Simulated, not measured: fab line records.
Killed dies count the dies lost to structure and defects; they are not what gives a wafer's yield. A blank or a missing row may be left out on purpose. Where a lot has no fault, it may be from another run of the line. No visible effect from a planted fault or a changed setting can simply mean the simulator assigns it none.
fab line records :: flow n5-finfet
[record]
  lots = 7
  wafers = 39
route steps=1938 shown BEOL_M14@1763 TV_OPEN@1890
start-h: hours from the record's first day to the start of the lot's first wafer shown :: wait-h: how many hours have passed since the lot's step before this one :: " the same as in the row above :: L1.1+2: several wafers, shown together as one row :: - either no value or no given start :: * or withheld: withheld :: < > ~ a bound
route shown NAME@n: names a module that has steps shown in the file, with the first one's number in the route :: usual: mean/standard deviation of fault-free wafers :: same: alike in all rows :: chamber/n: place in a boat :: sites: each site's reading :: _std_site: the standard deviation of these :: _edge_site: the outer-site mean with the inner-site mean subtracted :: radius-mm: how far each site lies from the wafer's centre :: mask NAME#n: copy n :: behind: tool/chamber where the wafer was last shaped :: hold: why the lot went on hold/how many hours it stayed there/how the hold came to an end :: device: which transistor (n, p or np) failed to switch :: end of line: the same wafers' tests at the end of the route :: for a step that has no rows: nothing shown but its recipe :: killed: dies lost to structure and defects at the first sort, not the wafer's yield :: map: a wafer's dies, marking killed ones x, the rest . and places with no die _
set.NAME: the setting the step ran with; set.NAME@STEP: the setting that earlier step ran with :: model.NAME: the simulator's own value behind a step, which no gauge read
lots where settings were altered on purpose, with a table for each step and a row for each wafer
[[steps]]
[step N5_BEOL_M14_SPUTTER_44]
[recipe]
  material = Ta
  target-thk-a = 150
  temp-c = 50
  bias-v = 80
  power-w = 15000
  chamber-pressure-pa = 0.07
  time-s = 24.19
lot.wafer: L080.1+6
tool: pvd-sputter-03
chamber: -
start-h: 288.03
wait-h: 0.0
set.time-s: 38.53
model.Ta_of_BEOL_M14_SPUTTER_44.thk-nm: 24.2

lot.wafer: L080.2+4
tool: pvd-sputter-03
chamber: -
start-h: 288.03
wait-h: 0.0
set.time-s: 24.19
model.Ta_of_BEOL_M14_SPUTTER_44.thk-nm: 15.2

lot.wafer: L080.3
tool: pvd-sputter-03
chamber: -
start-h: 288.03
wait-h: 0.0
set.time-s: 38.53
model.Ta_of_BEOL_M14_SPUTTER_44.thk-nm: 24

lot.wafer: L080.5
tool: pvd-sputter-03
chamber: -
start-h: 288.03
wait-h: 0.0
set.time-s: 24.19
model.Ta_of_BEOL_M14_SPUTTER_44.thk-nm: 15

lot.wafer: L081.1+2+3+5
tool: pvd-sputter-01
chamber: -
start-h: 299.40
wait-h: 0.0
set.time-s: 24.19
model.Ta_of_BEOL_M14_SPUTTER_44.thk-nm: 14.8

lot.wafer: L081.4+6
tool: pvd-sputter-01
chamber: -
start-h: 299.40
wait-h: 0.0
set.time-s: 24.19
model.Ta_of_BEOL_M14_SPUTTER_44.thk-nm: 15

lot.wafer: L084.1+5
tool: pvd-sputter-02
chamber: -
start-h: 309.50
wait-h: 0.0
set.time-s: 35.58
model.Ta_of_BEOL_M14_SPUTTER_44.thk-nm: 22

lot.wafer: L084.2
tool: pvd-sputter-02
chamber: -
start-h: 309.50
wait-h: 0.0
set.time-s: 35.58
model.Ta_of_BEOL_M14_SPUTTER_44.thk-nm: 21.8

lot.wafer: L084.3+6
tool: pvd-sputter-02
chamber: -
start-h: 309.50
wait-h: 0.0
set.time-s: 24.19
model.Ta_of_BEOL_M14_SPUTTER_44.thk-nm: 14.8

lot.wafer: L084.4
tool: pvd-sputter-02
chamber: -
start-h: 309.50
wait-h: 0.0
set.time-s: 24.19
model.Ta_of_BEOL_M14_SPUTTER_44.thk-nm: 15

lot.wafer: L086.1+5
tool: pvd-sputter-02
chamber: -
start-h: 337.23
wait-h: 0.0
set.time-s: 24.19
model.Ta_of_BEOL_M14_SPUTTER_44.thk-nm: 15.2

lot.wafer: L086.2+3+4+6
tool: pvd-sputter-02
chamber: -
start-h: 337.23
wait-h: 0.0
set.time-s: 24.19
model.Ta_of_BEOL_M14_SPUTTER_44.thk-nm: 15

lot.wafer: L087.1+6
tool: pvd-sputter-02
chamber: -
start-h: 338.03
wait-h: 0.0
set.time-s: 24.19
model.Ta_of_BEOL_M14_SPUTTER_44.thk-nm: 14.8

lot.wafer: L087.2+3+5
tool: pvd-sputter-02
chamber: -
start-h: 338.03
wait-h: 0.0
set.time-s: 18.03
model.Ta_of_BEOL_M14_SPUTTER_44.thk-nm: 11

lot.wafer: L087.4
tool: pvd-sputter-02
chamber: -
start-h: 338.03
wait-h: 0.0
set.time-s: 24.19
model.Ta_of_BEOL_M14_SPUTTER_44.thk-nm: 15

lot.wafer: L094.2+4+5
tool: pvd-sputter-03
chamber: -
start-h: 367.82
wait-h: 0.0
set.time-s: 24.19
model.Ta_of_BEOL_M14_SPUTTER_44.thk-nm: 15

lot.wafer: L093.1
tool: pvd-sputter-01
chamber: -
start-h: 374.52
wait-h: 0.0
set.time-s: 24.19
model.Ta_of_BEOL_M14_SPUTTER_44.thk-nm: 15.4

lot.wafer: L093.2+4
tool: pvd-sputter-01
chamber: -
start-h: 374.52
wait-h: 0.0
set.time-s: 24.19
model.Ta_of_BEOL_M14_SPUTTER_44.thk-nm: 15.2

lot.wafer: L093.3
tool: pvd-sputter-01
chamber: -
start-h: 374.52
wait-h: 0.0
set.time-s: 29.08
model.Ta_of_BEOL_M14_SPUTTER_44.thk-nm: 18.4

lot.wafer: L093.5+6
tool: pvd-sputter-01
chamber: -
start-h: 374.52
wait-h: 0.0
set.time-s: 29.08
model.Ta_of_BEOL_M14_SPUTTER_44.thk-nm: 18.2
[step N5_BEOL_M14_SPUTTER_45]
[recipe]
  material = Cu
  target-thk-a = 1000
  temp-c = -20
  bias-v = 60
  power-w = 26000
  chamber-pressure-pa = 0.13
  time-s = 16.67
[step N5_BEOL_M14_ECD_47]
[recipe]
  material = Cu
  target-thk-a = 12480
[step N5_BEOL_M14_ANNEAL_48]
[recipe]
  temp-c = 225
  time-s = 90
  ambient = N2
[step N5_BEOL_M14_CMP_49]
[recipe]
  stop-on = SiO2
  t-overpolish-s = 5.2
  down-force-psi = 2
  platen-rpm = 80
  clearing-platen-down-force-psi = 2
  clearing-platen-rpm = 80
  post-cmp-clean = cu-alkaline
  target-thk-nm = 560
  clearing-platen-pad-velocity-m-s = 1.5917
  pad-velocity-m-s = 1.5917
[usual]
  barrier-field-endpoint-s = 11.3/0.31
lot.wafer: L080.2
tool: cmp-02
chamber: 3
start-h: 288.71
wait-h: 0.2
set.time-s@BEOL_M14_SPUTTER_44: 24.19
barrier-field-endpoint-s: 11.7

lot.wafer: L080.4
tool: cmp-02
chamber: 0
start-h: 288.71
wait-h: 0.2
set.time-s@BEOL_M14_SPUTTER_44: 24.19
barrier-field-endpoint-s: 11.6

lot.wafer: L080.3
tool: cmp-02
chamber: 1
start-h: 288.71
wait-h: 0.2
set.time-s@BEOL_M14_SPUTTER_44: 38.53
barrier-field-endpoint-s: 15.1

lot.wafer: L080.1
tool: cmp-02
chamber: 2
start-h: 288.71
wait-h: 0.2
set.time-s@BEOL_M14_SPUTTER_44: 38.53
barrier-field-endpoint-s: 15.4

lot.wafer: L080.5
tool: cmp-02
chamber: 3
start-h: 288.71
wait-h: 0.2
set.time-s@BEOL_M14_SPUTTER_44: 24.19
barrier-field-endpoint-s: 11.7

lot.wafer: L080.6
tool: cmp-02
chamber: 0
start-h: 288.71
wait-h: 0.2
set.time-s@BEOL_M14_SPUTTER_44: 38.53
barrier-field-endpoint-s: 15.6

lot.wafer: L081.3
tool: cmp-02
chamber: 0
start-h: 300.08
wait-h: 0.2
set.time-s@BEOL_M14_SPUTTER_44: 24.19
barrier-field-endpoint-s: 11.3

lot.wafer: L081.4
tool: cmp-02
chamber: 1
start-h: 300.08
wait-h: 0.2
set.time-s@BEOL_M14_SPUTTER_44: 24.19
barrier-field-endpoint-s: 11.5

lot.wafer: L081.1
tool: cmp-02
chamber: 2
start-h: 300.08
wait-h: 0.2
set.time-s@BEOL_M14_SPUTTER_44: 24.19
barrier-field-endpoint-s: 11.8

lot.wafer: L081.2
tool: cmp-02
chamber: 3
start-h: 300.08
wait-h: 0.2
set.time-s@BEOL_M14_SPUTTER_44: 24.19
barrier-field-endpoint-s: 11.0

lot.wafer: L081.5
tool: cmp-02
chamber: 0
start-h: 300.08
wait-h: 0.2
set.time-s@BEOL_M14_SPUTTER_44: 24.19
barrier-field-endpoint-s: 11.4

lot.wafer: L081.6
tool: cmp-02
chamber: 1
start-h: 300.08
wait-h: 0.2
set.time-s@BEOL_M14_SPUTTER_44: 24.19
barrier-field-endpoint-s: 11.3

lot.wafer: L084.3
tool: cmp-01
chamber: 2
start-h: 311.13
wait-h: 0.2
set.time-s@BEOL_M14_SPUTTER_44: 24.19
barrier-field-endpoint-s: 11.6

lot.wafer: L084.2
tool: cmp-01
chamber: 3
start-h: 311.13
wait-h: 0.2
set.time-s@BEOL_M14_SPUTTER_44: 35.58
barrier-field-endpoint-s: 14.6

lot.wafer: L084.4
tool: cmp-01
chamber: 0
start-h: 311.13
wait-h: 0.2
set.time-s@BEOL_M14_SPUTTER_44: 24.19
barrier-field-endpoint-s: 11.7

lot.wafer: L084.1
tool: cmp-01
chamber: 1
start-h: 311.13
wait-h: 0.2
set.time-s@BEOL_M14_SPUTTER_44: 35.58
barrier-field-endpoint-s: 15.0

lot.wafer: L084.6
tool: cmp-01
chamber: 2
start-h: 311.13
wait-h: 0.2
set.time-s@BEOL_M14_SPUTTER_44: 24.19
barrier-field-endpoint-s: 11.5

lot.wafer: L084.5
tool: cmp-01
chamber: 3
start-h: 311.13
wait-h: 0.2
set.time-s@BEOL_M14_SPUTTER_44: 35.58
barrier-field-endpoint-s: 14.9

lot.wafer: L086.4
tool: cmp-02
chamber: 3
start-h: 337.92
wait-h: 0.1
set.time-s@BEOL_M14_SPUTTER_44: 24.19
barrier-field-endpoint-s: 11.0

lot.wafer: L086.1
tool: cmp-02
chamber: 0
start-h: 337.92
wait-h: 0.1
set.time-s@BEOL_M14_SPUTTER_44: 24.19
barrier-field-endpoint-s: 11.4

lot.wafer: L086.2
tool: cmp-02
chamber: 1
start-h: 337.92
wait-h: 0.1
set.time-s@BEOL_M14_SPUTTER_44: 24.19
barrier-field-endpoint-s: 11.1

lot.wafer: L086.3
tool: cmp-02
chamber: 2
start-h: 337.92
wait-h: 0.1
set.time-s@BEOL_M14_SPUTTER_44: 24.19
barrier-field-endpoint-s: 11.4

lot.wafer: L086.5
tool: cmp-02
chamber: 3
start-h: 337.92
wait-h: 0.1
set.time-s@BEOL_M14_SPUTTER_44: 24.19
barrier-field-endpoint-s: 11.1

lot.wafer: L086.6
tool: cmp-02
chamber: 0
start-h: 337.92
wait-h: 0.1
set.time-s@BEOL_M14_SPUTTER_44: 24.19
barrier-field-endpoint-s: 11.3

lot.wafer: L087.4
tool: cmp-04
chamber: 0
start-h: 338.93
wait-h: 0.2
set.time-s@BEOL_M14_SPUTTER_44: 24.19
barrier-field-endpoint-s: 11.1

lot.wafer: L087.3
tool: cmp-04
chamber: 1
start-h: 338.93
wait-h: 0.2
set.time-s@BEOL_M14_SPUTTER_44: 18.03
barrier-field-endpoint-s: 9.6

lot.wafer: L087.1
tool: cmp-04
chamber: 2
start-h: 338.93
wait-h: 0.2
set.time-s@BEOL_M14_SPUTTER_44: 24.19
barrier-field-endpoint-s: 11.2

lot.wafer: L087.2
tool: cmp-04
chamber: 3
start-h: 338.93
wait-h: 0.2
set.time-s@BEOL_M14_SPUTTER_44: 18.03
barrier-field-endpoint-s: 9.6

lot.wafer: L087.5
tool: cmp-04
chamber: 0
start-h: 338.93
wait-h: 0.2
set.time-s@BEOL_M14_SPUTTER_44: 18.03
barrier-field-endpoint-s: 9.7

lot.wafer: L087.6
tool: cmp-04
chamber: 1
start-h: 338.93
wait-h: 0.2
set.time-s@BEOL_M14_SPUTTER_44: 24.19
barrier-field-endpoint-s: 10.8

lot.wafer: L094.2
tool: cmp-04
chamber: 1
start-h: 368.50
wait-h: 0.2
set.time-s@BEOL_M14_SPUTTER_44: 24.19
barrier-field-endpoint-s: 11.0

lot.wafer: L094.4
tool: cmp-04
chamber: 2
start-h: 368.50
wait-h: 0.2
set.time-s@BEOL_M14_SPUTTER_44: 24.19
barrier-field-endpoint-s: 11.4

lot.wafer: L094.5
tool: cmp-04
chamber: 1
start-h: 368.50
wait-h: 0.2
set.time-s@BEOL_M14_SPUTTER_44: 24.19
barrier-field-endpoint-s: 11.1

lot.wafer: L093.4
tool: cmp-04
chamber: 3
start-h: 375.20
wait-h: 0.1
set.time-s@BEOL_M14_SPUTTER_44: 24.19
barrier-field-endpoint-s: 11.1

lot.wafer: L093.2
tool: cmp-04
chamber: 0
start-h: 375.20
wait-h: 0.1
set.time-s@BEOL_M14_SPUTTER_44: 24.19
barrier-field-endpoint-s: 11.6

lot.wafer: L093.1
tool: cmp-04
chamber: 1
start-h: 375.20
wait-h: 0.1
set.time-s@BEOL_M14_SPUTTER_44: 24.19
barrier-field-endpoint-s: 11.2

lot.wafer: L093.3
tool: cmp-04
chamber: 2
start-h: 375.20
wait-h: 0.1
set.time-s@BEOL_M14_SPUTTER_44: 29.08
barrier-field-endpoint-s: 13.1

lot.wafer: L093.5
tool: cmp-04
chamber: 3
start-h: 375.20
wait-h: 0.1
set.time-s@BEOL_M14_SPUTTER_44: 29.08
barrier-field-endpoint-s: 12.3

lot.wafer: L093.6
tool: cmp-04
chamber: 0
start-h: 375.20
wait-h: 0.1
set.time-s@BEOL_M14_SPUTTER_44: 29.08
barrier-field-endpoint-s: 12.3
[step N5_PASSIVATION_ETCH_15]
[recipe]
  chemistry = CF4/N2
  target = SiCN
  target-depth-a = 750
  taper-deg = 2
  time-s = 81.2
  ion-energy-ev = 150
  mask-material = SiNx
  pressure-mtorr = 40
  source-w = 430
  bias-w = 70
  Ar_flow_sccm = 100
  cf4-flow-sccm = 60
  n2-flow-sccm = 60
lot.wafer: L080.1
tool: rie-diel-01
chamber: 1
start-h: -
wait-h: -
set.target-depth-a: 750
model.etch.depth-nm: 64.23

lot.wafer: L080.2
tool: rie-diel-01
chamber: 3
start-h: -
wait-h: -
set.target-depth-a: 750
model.etch.depth-nm: 62.92

lot.wafer: L080.3
tool: rie-diel-01
chamber: 2
start-h: -
wait-h: -
set.target-depth-a: 750
model.etch.depth-nm: 64.84

lot.wafer: L080.4
tool: rie-diel-01
chamber: 0
start-h: -
wait-h: -
set.target-depth-a: 750
model.etch.depth-nm: 65.72

lot.wafer: L080.5
tool: rie-diel-01
chamber: 3
start-h: -
wait-h: -
set.target-depth-a: 750
model.etch.depth-nm: 64.4

lot.wafer: L080.6
tool: rie-diel-01
chamber: 2
start-h: -
wait-h: -
set.target-depth-a: 750
model.etch.depth-nm: 64.45

lot.wafer: L081.1
tool: rie-diel-04
chamber: 0
start-h: -
wait-h: -
set.target-depth-a: 529
model.etch.depth-nm: 46.53

lot.wafer: L081.2
tool: rie-diel-04
chamber: 1
start-h: -
wait-h: -
set.target-depth-a: 750
model.etch.depth-nm: 66.46

lot.wafer: L081.3
tool: rie-diel-04
chamber: 2
start-h: -
wait-h: -
set.target-depth-a: 750
model.etch.depth-nm: 64.77

lot.wafer: L081.4
tool: rie-diel-04
chamber: 3
start-h: -
wait-h: -
set.target-depth-a: 529
model.etch.depth-nm: 46.11

lot.wafer: L081.5
tool: rie-diel-04
chamber: 0
start-h: -
wait-h: -
set.target-depth-a: 750
model.etch.depth-nm: 65.78

lot.wafer: L081.6
tool: rie-diel-04
chamber: 3
start-h: -
wait-h: -
set.target-depth-a: 529
model.etch.depth-nm: 46.02

lot.wafer: L084.1
tool: rie-diel-05
chamber: 1
start-h: -
wait-h: -
set.target-depth-a: 465.9
model.etch.depth-nm: 40.18

lot.wafer: L084.2
tool: rie-diel-05
chamber: 3
start-h: -
wait-h: -
set.target-depth-a: 465.9
model.etch.depth-nm: 41.76

lot.wafer: L084.3
tool: rie-diel-05
chamber: 2
start-h: -
wait-h: -
set.target-depth-a: 750
model.etch.depth-nm: 64.81

lot.wafer: L084.4
tool: rie-diel-05
chamber: 0
start-h: -
wait-h: -
set.target-depth-a: 750
model.etch.depth-nm: 61.54

lot.wafer: L084.5
tool: rie-diel-05
chamber: 3
start-h: -
wait-h: -
set.target-depth-a: 750
model.etch.depth-nm: 67.45

lot.wafer: L084.6
tool: rie-diel-05
chamber: 0
start-h: -
wait-h: -
set.target-depth-a: 465.9
model.etch.depth-nm: 38.56

lot.wafer: L086.1
tool: rie-diel-04
chamber: 3
start-h: -
wait-h: -
set.target-depth-a: 1176
model.etch.depth-nm: 103.9

lot.wafer: L086.2
tool: rie-diel-04
chamber: 1
start-h: -
wait-h: -
set.target-depth-a: 1176
model.etch.depth-nm: 104.6

lot.wafer: L086.3
tool: rie-diel-04
chamber: 2
start-h: -
wait-h: -
set.target-depth-a: 1176
model.etch.depth-nm: 103.5

lot.wafer: L086.4
tool: rie-diel-04
chamber: 3
start-h: -
wait-h: -
set.target-depth-a: 750
model.etch.depth-nm: 66.38

lot.wafer: L086.5
tool: rie-diel-04
chamber: 1
start-h: -
wait-h: -
set.target-depth-a: 750
model.etch.depth-nm: 66.82

lot.wafer: L086.6
tool: rie-diel-04
chamber: 2
start-h: -
wait-h: -
set.target-depth-a: 750
model.etch.depth-nm: 66.04

lot.wafer: L087.1
tool: rie-diel-01
chamber: 2
start-h: -
wait-h: -
set.target-depth-a: 1086
model.etch.depth-nm: 92.45

lot.wafer: L087.2
tool: rie-diel-01
chamber: 1
start-h: -
wait-h: -
set.target-depth-a: 1086
model.etch.depth-nm: 92.85

lot.wafer: L087.3
tool: rie-diel-01
chamber: 3
start-h: -
wait-h: -
set.target-depth-a: 750
model.etch.depth-nm: 62.91

lot.wafer: L087.4
tool: rie-diel-01
chamber: 0
start-h: -
wait-h: -
set.target-depth-a: 1086
model.etch.depth-nm: 93.54

lot.wafer: L087.5
tool: rie-diel-01
chamber: 3
start-h: -
wait-h: -
set.target-depth-a: 750
model.etch.depth-nm: 63.24

lot.wafer: L087.6
tool: rie-diel-01
chamber: 2
start-h: -
wait-h: -
set.target-depth-a: 750
model.etch.depth-nm: 63.78

lot.wafer: L094.2
tool: rie-diel-01
chamber: 2
start-h: -
wait-h: -
set.target-depth-a: 750
model.etch.depth-nm: 64.39

lot.wafer: L094.4
tool: rie-diel-01
chamber: 3
start-h: -
wait-h: -
set.target-depth-a: 750
model.etch.depth-nm: 62.64

lot.wafer: L094.5
tool: rie-diel-01
chamber: 2
start-h: -
wait-h: -
set.target-depth-a: 750
model.etch.depth-nm: 64.64

lot.wafer: L093.1
tool: rie-diel-01
chamber: 2
start-h: -
wait-h: -
set.target-depth-a: 750
model.etch.depth-nm: 64.6

lot.wafer: L093.2
tool: rie-diel-01
chamber: 3
start-h: -
wait-h: -
set.target-depth-a: 750
model.etch.depth-nm: 63.68

lot.wafer: L093.3
tool: rie-diel-01
chamber: 1
start-h: -
wait-h: -
set.target-depth-a: 592.6
model.etch.depth-nm: 50.69

lot.wafer: L093.4
tool: rie-diel-01
chamber: 0
start-h: -
wait-h: -
set.target-depth-a: 592.6
model.etch.depth-nm: 51.32

lot.wafer: L093.5
tool: rie-diel-01
chamber: 2
start-h: -
wait-h: -
set.target-depth-a: 592.6
model.etch.depth-nm: 51.28

lot.wafer: L093.6
tool: rie-diel-01
chamber: 3
start-h: -
wait-h: -
set.target-depth-a: 750
model.etch.depth-nm: 63.34
[[key]]
[split]
  step = N5_BEOL_M14_SPUTTER_44
  setting = time-s
  stated = 24.19
  by = wafer
[response]
  step = N5_BEOL_M14_SPUTTER_44
  reading = model.Ta_of_BEOL_M14_SPUTTER_44.thk-nm
  change = +0.151
  per = 1%
  r = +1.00
[response]
  step = N5_BEOL_M14_CMP_49
  reading = barrier-field-endpoint-s
  change = +0.0636
  per = 1%
  r = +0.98
[split]
  step = N5_PASSIVATION_ETCH_15
  setting = target-depth-a
  stated = 750
  by = wafer
[response]
  step = N5_PASSIVATION_ETCH_15
  reading = model.etch.depth-nm
  change = +0.655
  per = 1%
  r = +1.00
